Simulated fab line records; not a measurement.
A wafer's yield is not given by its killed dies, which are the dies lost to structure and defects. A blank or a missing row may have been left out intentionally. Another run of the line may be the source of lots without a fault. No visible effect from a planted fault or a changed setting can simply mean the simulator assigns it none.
The tool behind it: which one? || flow nand harc || Sampling: 12 lots, 36 wafers, 6 of 1159 route steps

== WHAT THE GAUGES SHOWED, per wafer ==
NHARC_A_CONTACT_CD_MEAS_80.
{"lot": "L077", "measured": "day 17 08:35", "on": "cd sem-01", "cd nm (nm)": "189.6 189.0 189.2"}
{"lot": "L078", "measured": "day 18 01:26", "on": "cd sem-01", "cd nm (nm)": "188.4 188.8 188.5"}
{"lot": "L079", "measured": "day 18 04:17", "on": "cd sem-03", "cd nm (nm)": "190.2 189.5 190.1"}
{"lot": "L081", "measured": "day 18 15:12", "on": "cd sem-01", "cd nm (nm)": "190.3 190.2 189.9"}
{"lot": "L082", "measured": "day 19 05:13", "on": "cd sem-01", "cd nm (nm)": "188.9 189.3 189.0"}
{"lot": "L085", "measured": "day 19 16:23", "on": "cd sem-02", "cd nm (nm)": "190.0 189.8 189.6"}
{"lot": "L086", "measured": "day 19 22:57", "on": "cd sem-02", "cd nm (nm)": "188.3 188.5 188.7"}
{"lot": "L090", "measured": "day 20 07:22", "on": "cd sem-03", "cd nm (nm)": "187.9 187.4 188.1"}
{"lot": "L091", "measured": "day 20 21:52", "on": "cd sem-01", "cd nm (nm)": "189.6 189.8 189.7"}
{"lot": "L093", "measured": "day 21 08:04", "on": "cd sem-03", "cd nm (nm)": "188.6 188.6 189.0"}
{"lot": "L095", "measured": "day 22 06:08", "on": "cd sem-03", "cd nm (nm)": "191.0 191.5 191.2"}
{"lot": "L096", "measured": "day 22 09:54", "on": "cd sem-03", "cd nm (nm)": "190.7 191.4 191.3"}

== WHICH TOOL RAN EACH LOT (tool, then ch and the chambers of the sampled wafers, then the start) ==
{"lot": "L077", "NHARC_A_CONTACT_DEP_57": "acl dep-03 ch 0, day 17 02:39", "NHARC_A_CONTACT_ETCH_75": "rie diel-08 ch 0,3, day 17 05:22", "NHARC_A_CONTACT_ETCH_125": "har cap etch-02 ch 0,1, day 17 06:37", "NHARC_A_CONTACT_ETCH_131": "har cap etch-02 ch 0,1, day 17 07:28", "NHARC_A_CONTACT_ETCH_132": "har cap etch-02 ch 0,1, day 17 07:36"}
{"lot": "L078", "NHARC_A_CONTACT_DEP_57": "acl dep-01 ch 0, day 17 19:01", "NHARC_A_CONTACT_ETCH_75": "rie diel-09 ch 1,2, day 17 21:29", "NHARC_A_CONTACT_ETCH_125": "har cap etch-03 ch 0,1, day 17 23:23", "NHARC_A_CONTACT_ETCH_131": "har cap etch-03 ch 0,1, day 18 00:14", "NHARC_A_CONTACT_ETCH_132": "har cap etch-03 ch 0,1, day 18 00:22"}
{"lot": "L079", "NHARC_A_CONTACT_DEP_57": "acl dep-02 ch 0, day 17 22:17", "NHARC_A_CONTACT_ETCH_75": "rie diel-09 ch 0,2,3, day 18 00:49", "NHARC_A_CONTACT_ETCH_125": "har cap etch-02 ch 0,1, day 18 02:08", "NHARC_A_CONTACT_ETCH_131": "har cap etch-02 ch 0,1, day 18 03:02", "NHARC_A_CONTACT_ETCH_132": "har cap etch-02 ch 0,1, day 18 03:14"}
{"lot": "L081", "NHARC_A_CONTACT_DEP_57": "acl dep-02 ch 0, day 18 09:05", "NHARC_A_CONTACT_ETCH_75": "rie diel-07 ch 0,1,3, day 18 11:52", "NHARC_A_CONTACT_ETCH_125": "har cap etch-03 ch 0,1, day 18 13:18", "NHARC_A_CONTACT_ETCH_131": "har cap etch-03 ch 0,1, day 18 14:10", "NHARC_A_CONTACT_ETCH_132": "har cap etch-03 ch 0,1, day 18 14:18"}
{"lot": "L082", "NHARC_A_CONTACT_DEP_57": "acl dep-03 ch 0, day 18 23:27", "NHARC_A_CONTACT_ETCH_75": "rie diel-07 ch 1,2,3, day 19 01:47", "NHARC_A_CONTACT_ETCH_125": "har cap etch-02 ch 0,1, day 19 03:13", "NHARC_A_CONTACT_ETCH_131": "har cap etch-02 ch 0,1, day 19 04:04", "NHARC_A_CONTACT_ETCH_132": "har cap etch-02 ch 0,1, day 19 04:12"}
{"lot": "L085", "NHARC_A_CONTACT_DEP_57": "acl dep-03 ch 0, day 19 10:10", "NHARC_A_CONTACT_ETCH_75": "rie diel-07 ch 0,1,3, day 19 12:57", "NHARC_A_CONTACT_ETCH_125": "har cap etch-02 ch 0,1, day 19 14:29", "NHARC_A_CONTACT_ETCH_131": "har cap etch-02 ch 0,1, day 19 15:20", "NHARC_A_CONTACT_ETCH_132": "har cap etch-02 ch 0,1, day 19 15:28"}
{"lot": "L086", "NHARC_A_CONTACT_DEP_57": "acl dep-01 ch 0, day 19 17:02", "NHARC_A_CONTACT_ETCH_75": "rie diel-09 ch 0,2,3, day 19 19:48", "NHARC_A_CONTACT_ETCH_125": "har cap etch-02 ch 0,1, day 19 21:02", "NHARC_A_CONTACT_ETCH_131": "har cap etch-02 ch 0,1, day 19 21:53", "NHARC_A_CONTACT_ETCH_132": "har cap etch-02 ch 0,1, day 19 22:01"}
{"lot": "L090", "NHARC_A_CONTACT_DEP_57": "acl dep-03 ch 0, day 20 01:37", "NHARC_A_CONTACT_ETCH_75": "rie diel-09 ch 0,1, day 20 04:12", "NHARC_A_CONTACT_ETCH_125": "har cap etch-02 ch 1, day 20 05:26", "NHARC_A_CONTACT_ETCH_131": "har cap etch-02 ch 1, day 20 06:17", "NHARC_A_CONTACT_ETCH_132": "har cap etch-02 ch 1, day 20 06:25"}
{"lot": "L091", "NHARC_A_CONTACT_DEP_57": "acl dep-01 ch 0, day 20 16:07", "NHARC_A_CONTACT_ETCH_75": "rie diel-08 ch 0,2, day 20 18:43", "NHARC_A_CONTACT_ETCH_125": "har cap etch-01 ch 0,1, day 20 19:57", "NHARC_A_CONTACT_ETCH_131": "har cap etch-01 ch 0,1, day 20 20:47", "NHARC_A_CONTACT_ETCH_132": "har cap etch-01 ch 0,1, day 20 20:56"}
{"lot": "L093", "NHARC_A_CONTACT_DEP_57": "acl dep-03 ch 0, day 21 02:28", "NHARC_A_CONTACT_ETCH_75": "rie diel-09 ch 0,1,3, day 21 04:48", "NHARC_A_CONTACT_ETCH_125": "har cap etch-02 ch 0,1, day 21 06:10", "NHARC_A_CONTACT_ETCH_131": "har cap etch-02 ch 0,1, day 21 07:00", "NHARC_A_CONTACT_ETCH_132": "har cap etch-02 ch 0,1, day 21 07:08"}
{"lot": "L095", "NHARC_A_CONTACT_DEP_57": "acl dep-03 ch 0, day 21 23:27", "NHARC_A_CONTACT_ETCH_75": "rie diel-08 ch 1,2, day 22 02:17", "NHARC_A_CONTACT_ETCH_125": "har cap etch-03 ch 0,1, day 22 04:03", "NHARC_A_CONTACT_ETCH_131": "har cap etch-03 ch 0,1, day 22 04:54", "NHARC_A_CONTACT_ETCH_132": "har cap etch-03 ch 0,1, day 22 05:02"}
{"lot": "L096", "NHARC_A_CONTACT_DEP_57": "acl dep-01 ch 0, day 22 03:05", "NHARC_A_CONTACT_ETCH_75": "rie diel-09 ch 0,1, day 22 06:04", "NHARC_A_CONTACT_ETCH_125": "har cap etch-01 ch 0,1, day 22 07:54", "NHARC_A_CONTACT_ETCH_131": "har cap etch-01 ch 0,1, day 22 08:46", "NHARC_A_CONTACT_ETCH_132": "har cap etch-01 ch 0,1, day 22 08:54"}
- NHARC_A_CONTACT_DEP_57: deposits aC, target thk 2800 nm.
- NHARC_A_CONTACT_ETCH_75: etches the open film in CF4, target depth 39 nm, time 65 s.
- NHARC_A_CONTACT_ETCH_125: etches the open film in C4F8/O2/Ar, time 155 s, target depth 956 nm.
- NHARC_A_CONTACT_ETCH_131: etches the open film in C4F8/O2/Ar, time 155 s, target depth 956 nm.
- NHARC_A_CONTACT_ETCH_132: etches the open film in C4F8/O2/Ar, time 156 s, target depth 958 nm.

== THE ANSWER, worked out from the rows above alone ==
Rule: the lots themselves supply what counts as usual. The widest of any qualifying gaps counts: lots, ordered by their means at a reading, are off when they make up no more than a third of the lots, leave a main group of 4 or more, and stand apart from it by 3 or more times the standard deviation of that group's means. If all means in a main group match to the digits the tables above print for the reading, that group is not used. A lot without any number at a reading at which 4 lots or more have one is off too. Any other lot the step has rows for is counted as sound.
Nothing can be told from this: no lot is off at any reading shown.

== WHAT WAS PUT IN BY THE SIMULATOR ==
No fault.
